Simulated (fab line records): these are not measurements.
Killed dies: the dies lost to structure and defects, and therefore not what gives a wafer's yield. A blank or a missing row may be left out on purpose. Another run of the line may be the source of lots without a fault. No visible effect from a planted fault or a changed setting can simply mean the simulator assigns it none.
A lot that was struck, set against a sound lot + flow n5-finfet + 26 out of 1938 route steps
Sound: these wafers, L896.1, L896.4, L896.5. Wafers struck: L885.2, L885.3, L885.6. Last of all comes the cause.
For every step that has rows: the tool of each side, followed by ch and its chambers, followed by its first start. Under that, the readings that differ: sound wafers + struck wafers + difference of the means + sigmas: that difference in standard deviations of wafers without a fault.
alike: a reading whose means differ by less than 2 such deviations, as well as words and numbers matching on both sides. not compared: withheld readings; readings where some wafer has no value; bounds like >300 that might hide an equal value; numbers whose values overlap and for which the record gives no deviation.
The two part at a step that has a row with sigmas, a row that says differs or no value, or rows on one side only. Numbers that have no deviation but don't overlap get no sigmas and don't part them. Lack of a reading on every wafer of one side parts them only where that side has two or more wafers.

first, 9 steps without rows for these wafers: N5_SD_EPI_P_DESCUM_14 (chemistry O2, time 7.9 s); N5_SD_EPI_P_ETCH_36 (etches SiARC in CF4, target depth 45.5 nm, time 75.8 s); N5_SD_EPI_P_ETCH_37 (etches SOC in N2/H2, overetch 108 nm, time 486 s); N5_SD_EPI_P_STRIP_38 (strips in N2/H2); N5_SD_EPI_P_ETCHBACK_46 (etches SiNx in CH3F/O2, stops on SiO2, target depth 17.5 nm); N5_SD_EPI_P_ETCH_47 (etches SiOCN in CH3F/O2, target depth 25 nm); N5_SD_EPI_P_ETCH_16 (etches SiO2 in CHF3/O2, target depth 5 nm); N5_SD_EPI_P_STRIP_50 (strips in CHF3/O2); N5_SD_EPI_P_SD_RECESS_17 (chemistry HBr/Cl2/O2, target depth 39.1 nm, bt time 3 s).
N5_SD_EPI_P_WET_ETCH_45: etches SiO2 in dHF, time 10.7 s, target depth 2 nm, rinse time 30 s.
  sound on wet-bench-02 ch 4,5,7, day 8 15:34; struck on wet-bench-02 ch 4,5,6, day 5 19:37
  alike: rinse-temp-c
then, 12 steps without rows for these wafers: N5_SD_EPI_P_STRIP_40 (strips in N2/H2); N5_SD_EPI_P_PRECLEAN_52 (cleans in O3/DIW, time 60 s); N5_SD_EPI_P_SRD_20 (time 30 s); N5_SD_EPI_P_PRECLEAN_51 (cleans in NF3:NH3, afs cycles 1, time 20 s, sublimation time 60 s); N5_SD_EPI_P_VAPOR_ETCH_44 (etches SiGe30 in NF3/Ar, time 3.3 s); N5_SD_EPI_P_EPI_21 (deposits SiGe:B, time 355 s); N5_SD_EPI_P_HM_STRIP_48 (strips SiNx in H3PO4, material SiNx, target depth 3 nm); N5_SD_EPI_P_SRD_49 (time 30 s); N5_SD_EPI_P_PRECLEAN_24 (cleans in O3/DIW, time 45 s); N5_SD_EPI_P_PRECLEAN_32 (cleans in dHF, time 10 s); N5_SD_EPI_P_PRECLEAN_33 (cleans in SC2, time 45 s); N5_SD_EPI_P_SRD_25 (time 30 s).
N5_SD_EPI_P_INSPECT_26: inspects for defects (darkfield).
  sound on defect-inspect-01, day 8 19:25; struck on defect-inspect-01, day 5 22:34
| reading          | sound       | struck      | difference | sigmas |
|------------------|-------------|-------------|------------|--------|
| raw-defect-count | 257 196 184 | 485 553 657 | +353       | +9     |
then, 1 step without rows for these wafers: N5_SD_ACTIVATION_RTA_00 (time 0 s).
-- a jump in the record: the struck wafers' starts before and after are 4 days apart (it breaks off in module SD_ACTIVATION and resumes in module BEOL_M4, where the first step shown is number 1111 of the route) --
N5_BEOL_M4_RC_MEAS_101:
  sound on prober-02 ch 0, day 13 05:14; struck on prober-01 ch 0, day 10 04:54
| reading        | sound          | struck         | difference | sigmas |
|----------------|----------------|----------------|------------|--------|
| DIBL_P (mV/V)  | 41.2 36.5 40.9 | 34.2 36.1 33.6 | -4.9       | -2     |
| IOFF_N (nA/um) | 0.28 0.18 0.25 | 0.15 0.18 0.14 | -0.08      | -2     |
| ION_N (uA/um)  | 710 693 697    | 678 688 668    | -22        | -2     |
  alike: DIBL_N, IOFF_P, ION_P, SS_N, SS_P, VT_N, VT_P
-- here the record skips 5 days between the struck wafers' starts before and after, leaving off in module BEOL_M4 and picking up in module PASSIVATION (first step shown: number 1936 of the route) --
N5_PASSIVATION_PROBE_49:
  rows exist in the record for the struck wafers here (prober-01, day 15 05:22), but not for the sound ones

WHERE THEY PART
Last at N5_PASSIVATION_PROBE_49 as far as this record goes, first at N5_SD_EPI_P_INSPECT_26.

WHY: the cause the simulator had injected
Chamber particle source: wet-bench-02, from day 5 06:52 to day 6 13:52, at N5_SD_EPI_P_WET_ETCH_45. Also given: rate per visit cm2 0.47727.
